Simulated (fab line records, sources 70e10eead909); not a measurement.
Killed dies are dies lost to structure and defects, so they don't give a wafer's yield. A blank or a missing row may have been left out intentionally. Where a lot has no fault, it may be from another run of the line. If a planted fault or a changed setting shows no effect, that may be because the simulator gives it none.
Which of the tools did it? ; flow nandHarc ; 36 wafers from 12 lots sampled at 5 of the route's 1302 steps

## WHAT THE GAUGES SHOWED, per wafer
NHARC_P_START_INSPECT_01. Usual: rawDefectCount 3.5, standard deviation 1.7.
lot;measured;on;rawDefectCount;flag
L686;day 1 20:03;defectInspect-01;4 3 5;
L688;day 2 16:02;defectInspect-01;6 4 0;
L689;day 3 02:02;defectInspect-01;2 5 4;
L690;day 3 12:02;defectInspect-01;7 4 4;
L694;day 5 04:02;defectInspect-02;2 5 8;
L695;day 5 14:02;defectInspect-02;5 3 4;
L697;day 6 10:03;defectInspect-01;2 5 2;
L705;day 9 18:02;defectInspect-01;5 2 7;
L706;day 10 04:02;defectInspect-01;1 3 3;
L707;day 10 14:02;defectInspect-02;6 4 1;
L708;day 11 00:03;defectInspect-02;5 2 7;
L709;day 11 10:02;defectInspect-02;3 3 5;

NHARC_P_ZERO_WELL_CD_MEAS_11 targets a cd of 500 nm. Usual: cdNm 499.8 nm, standard deviation 1.5.
lot;measured;on;cdNm (nm);flag
L686;day 1 21:09;cdSem-02;498.8 496.1 497.9;
L688;day 2 17:16;cdSem-03;499.1 499.5 499.9;
L689;day 3 03:37;cdSem-01;501.3 501.2 499.4;
L690;day 3 13:14;cdSem-01;501.1 499.0 501.3;
L694;day 5 05:23;cdSem-02;497.4 499.8 500.0;
L695;day 5 15:14;cdSem-02;501.3 502.3 500.7;
L697;day 6 11:19;cdSem-02;502.8 501.3 501.4;
L705;day 9 19:14;cdSem-02;477.9 475.1 477.0;OFF
L706;day 10 05:07;cdSem-02;480.6 482.6 480.6;OFF
L707;day 10 15:14;cdSem-02;499.5 502.3 500.4;
L708;day 11 01:15;cdSem-01;498.8 498.2 499.8;
L709;day 11 11:14;cdSem-01;499.4 500.1 499.3;

NHARC_P_STI_OCD_MEAS_43. Usual: trenchDepthNm 300.5 nm, standard deviation 2.9; trenchFootCdNm 158.1 nm, standard deviation 1.9.
lot;measured;on;trenchDepthNm (nm);trenchFootCdNm (nm);flag
L686;day 3 00:11;ocd-01;300.2 303.3 296.1;159.6 159.4 159.4;
L688;day 3 18:05;ocd-01;299.7 298.2 299.5;157.7 156.7 155.4;
L689;day 4 01:46;ocd-02;302.8 297.1 296.6;157.9 159.2 161.2;
L690;day 4 13:17;ocd-01;302.7 302.1 301.2;157.2 156.9 155.6;
L694;day 6 03:37;ocd-02;300.0 297.2 302.1;159.3 157.1 157.8;
L695;day 6 17:02;ocd-01;302.3 301.6 305.2;157.8 158.7 159.5;
L697;day 7 11:02;ocd-01;296.5 300.4 294.3;158.3 159.7 161.2;
L705;day 10 20:40;ocd-01;307.1 305.3 305.2;156.5 155.8 155.6;
L706;day 11 08:31;ocd-02;299.1 302.9 301.7;157.3 157.9 159.5;
L707;day 11 13:38;ocd-01;298.6 302.6 298.0;156.9 160.0 159.5;
L708;day 11 23:30;ocd-02;300.8 304.2 301.7;157.5 160.6 159.7;
L709;day 12 09:28;ocd-02;298.7 296.1 299.3;155.4 156.0 156.3;

## WHAT TOOL EACH LOT RAN ON (gives the tool, then ch and the chambers of the sampled wafers, and finally the start)
lot;NHARC_P_ZERO_WELL_PEB_09;NHARC_P_ZERO_WELL_DESCUM_13
L686;lithoTrack-05 ch 0, day 1 21:04;rieDiel-07 ch 0,1,2, day 1 21:19
L688;lithoTrack-02 ch 0, day 2 17:10;rieDiel-07 ch 0,2,3, day 2 17:25
L689;lithoTrack-02 ch 0, day 3 03:31;rieDiel-13 ch 0,1,3, day 3 03:47
L690;lithoTrack-02 ch 0, day 3 13:09;rieDiel-07 ch 0,1, day 3 13:23
L694;lithoTrack-02 ch 0, day 5 05:19;rieDiel-13 ch 1,2,3, day 5 05:33
L695;lithoTrack-05 ch 0, day 5 15:10;rieDiel-13 ch 0,3, day 5 15:24
L697;lithoTrack-05 ch 0, day 6 11:14;rieDiel-13 ch 0,3, day 6 11:28
L705;lithoTrack-03 ch 0, day 9 19:09;rieDiel-07 ch 0,1,2, day 9 19:23
L706;lithoTrack-03 ch 0, day 10 05:02;rieDiel-05 ch 1,2,3, day 10 05:17
L707;lithoTrack-05 ch 0, day 10 15:10;rieDiel-07 ch 1,3, day 10 15:25
L708;lithoTrack-02 ch 0, day 11 01:10;rieDiel-07 ch 0,2,3, day 11 01:24
L709;lithoTrack-02 ch 0, day 11 11:10;rieDiel-07 ch 0,1,2, day 11 11:24
- NHARC_P_ZERO_WELL_PEB_09: peb time 80 s.
- NHARC_P_ZERO_WELL_DESCUM_13: chemistry O2, time 3 s.

## AS READ BY THE TOOLS THEMSELVES (means over the sampled wafers that have a number; for cases with no such wafer, the mark the record gives instead)
NHARC_P_ZERO_WELL_PEB_09. Usual: heaterPowerTotalW 189.8 W, standard deviation 0.8.
lot;tool;heaterPowerTotalW (W);flag
L686;lithoTrack-05;189.7;
L688;lithoTrack-02;190.0;
L689;lithoTrack-02;189.9;
L690;lithoTrack-02;190.7;
L694;lithoTrack-02;190.0;
L695;lithoTrack-05;189.4;
L697;lithoTrack-05;189.4;
L705;lithoTrack-03;245.3;OFF
L706;lithoTrack-03;245.9;OFF
L707;lithoTrack-05;190.6;
L708;lithoTrack-02;189.9;
L709;lithoTrack-02;190.8;

NHARC_P_ZERO_WELL_DESCUM_13. Usual: for chamberPressureMTorr, 60.00 mTorr with a standard deviation of 0.054; for drypumpMotorCurrentA, 6.0 A with a standard deviation of 0.33; for mfcArSccm, 0.004 sccm with a standard deviation of 0.0085; for oesProductAu, 0.999 a.u. with a standard deviation of 0.0073; for rfVppV, 57.9 V with a standard deviation of 0.91; for showerheadPlenumPTorr, 1.92 Torr with a standard deviation of 0.1; for throttleValvePct, 11.311 % with a standard deviation of 0.0089.
lot;tool;chamberPressureMTorr (mTorr);drypumpMotorCurrentA (A);mfcArSccm (sccm);oesProductAu (a.u.);rfVppV (V);showerheadPlenumPTorr (Torr);throttleValvePct (%);flag
L686;rieDiel-07;60.01;5.9;0.000;1.002;57.7;1.85;11.308;
L688;rieDiel-07;60.01;6.1;0.000;1.003;57.7;1.93;11.312;
L689;rieDiel-13;59.94;6.3;0.008;1.000;57.3;1.91;11.309;
L690;rieDiel-07;59.93;5.8;0.000;1.000;56.9;1.82;11.313;
L694;rieDiel-13;60.01;6.3;0.001;1.009;57.9;1.88;11.323;
L695;rieDiel-13;59.97;6.2;0.008;1.004;57.5;1.84;11.310;
L697;rieDiel-13;60.04;6.3;0.016;0.995;57.0;1.84;11.306;
L705;rieDiel-07;60.03;5.9;0.000;1.008;57.5;1.83;11.324;
L706;rieDiel-05;60.04;5.4;0.011;0.999;58.2;1.98;11.308;
L707;rieDiel-07;59.99;6.0;0.000;0.999;58.3;1.97;11.314;
L708;rieDiel-07;60.01;6.1;0.000;1.003;57.8;1.91;11.306;
L709;rieDiel-07;60.00;5.9;0.000;1.003;57.3;1.83;11.306;

## THE ANSWER, worked out from the rows above alone
Rule: a lot counts as off when the mean over its wafers that have a number is more than 3 standard deviations away from the usual mean. A lot without any number at a reading at which 4 lots or more have one is off too. The other lots that the step has rows for count as sound. First the gauges in route order, then the tools' own readings, where a lot's mean is used as printed above. The first step at which some lot is off is used, and at that step the reading that is off furthest; a lot without a number counts as furthest.
Off, at NHARC_P_ZERO_WELL_CD_MEAS_11 on cdNm: L705, L706.
If a tool, at a process step before that reading, ran all the lots that are off and no sound lot after the first of them, it fits. The gauges at NHARC_P_ZERO_WELL_CD_MEAS_11 aren't tried: what is off there is off at NHARC_P_ZERO_WELL_PEB_09 too, on other tools, and a gauge's error can't cause that. One candidate fits, namely lithoTrack-03 at NHARC_P_ZERO_WELL_PEB_09. It ran no sound lot before its first lot that is off in this sample, so the start can't be narrowed down.
The tool's own readings at NHARC_P_ZERO_WELL_PEB_09 bear it out: on the lots that are off they differ by more than 5 times the standard deviation of the sound lots' means. heaterPowerTotalW reads 245.6 W there against 190.0 W on the sound lots.

## WHAT THE SIMULATOR HAD INSERTED
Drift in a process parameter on lithoTrack-03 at NHARC_P_ZERO_WELL_PEB_09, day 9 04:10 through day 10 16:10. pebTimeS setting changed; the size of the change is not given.
Struck lots among those shown: L705, L706. The rule above reached the same finding.
